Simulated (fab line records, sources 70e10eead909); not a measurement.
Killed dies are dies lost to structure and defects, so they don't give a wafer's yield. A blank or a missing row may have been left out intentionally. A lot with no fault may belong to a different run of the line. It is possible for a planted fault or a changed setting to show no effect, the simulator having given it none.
Which tool did it? / flow nand-harc / 12 lots (36 wafers sampled), 1 step of a 1302-step route

== WHAT THE GAUGES SHOWED, per wafer ==
NHARC_A_CHANNEL_FILL_D1_THK_MEAS_06: measures by ellipsometry.
lot=L075; measured=day 10 19:07; on=film-metro-02; thk-nm (nm)=5.7 4.6 6.2
lot=L077; measured=day 11 15:02; on=film-metro-01; thk-nm (nm)=5.3 4.6 5.1
lot=L079; measured=day 12 15:10; on=film-metro-01; thk-nm (nm)=4.6 4.9 4.4
lot=L080; measured=day 13 11:42; on=film-metro-01; thk-nm (nm)=3.5 5.2 6.1
lot=L083; measured=day 14 05:09; on=film-metro-02; thk-nm (nm)=4.4 4.4 4.3
lot=L086; measured=day 14 22:53; on=film-metro-02; thk-nm (nm)=6.9 3.7 7.4
lot=L087; measured=day 15 22:27; on=film-metro-01; thk-nm (nm)=6.1 5.9 4.9
lot=L089; measured=day 16 18:36; on=film-metro-01; thk-nm (nm)=5.4 6.2 6.3
lot=L091; measured=day 17 09:04; on=film-metro-01; thk-nm (nm)=4.5 5.2 5.3
lot=L093; measured=day 18 13:16; on=film-metro-01; thk-nm (nm)=4.5 4.7 3.5
lot=L095; measured=day 19 04:07; on=film-metro-02; thk-nm (nm)=3.5 4.1 4.2
lot=L097; measured=day 19 20:22; on=film-metro-02; thk-nm (nm)=5.5 5.2 6.2

== WHICH TOOL RAN EACH LOT (tool, then ch and the chambers of the sampled wafers, then the start) ==
The record holds no process step before these readings.

== THE ANSWER, worked out from the rows above alone ==
Rule: what is usual is taken from the lots themselves. The widest of any qualifying gaps counts: lots, ordered by their means at a reading, are off when they make up no more than a third of the lots, leave a main group of 4 or more, and stand apart from it by 3 or more times the standard deviation of that group's means. The tables above print the reading to a certain number of digits; a main group whose means all agree to those digits is not used. Also off: a lot with no number at a reading for which 4 or more lots have one. The other lots that the step has rows for count as sound.
Nothing can be told from this: no lot is off at any reading shown.

== WHAT HAD BEEN PUT IN BY THE SIMULATOR ==
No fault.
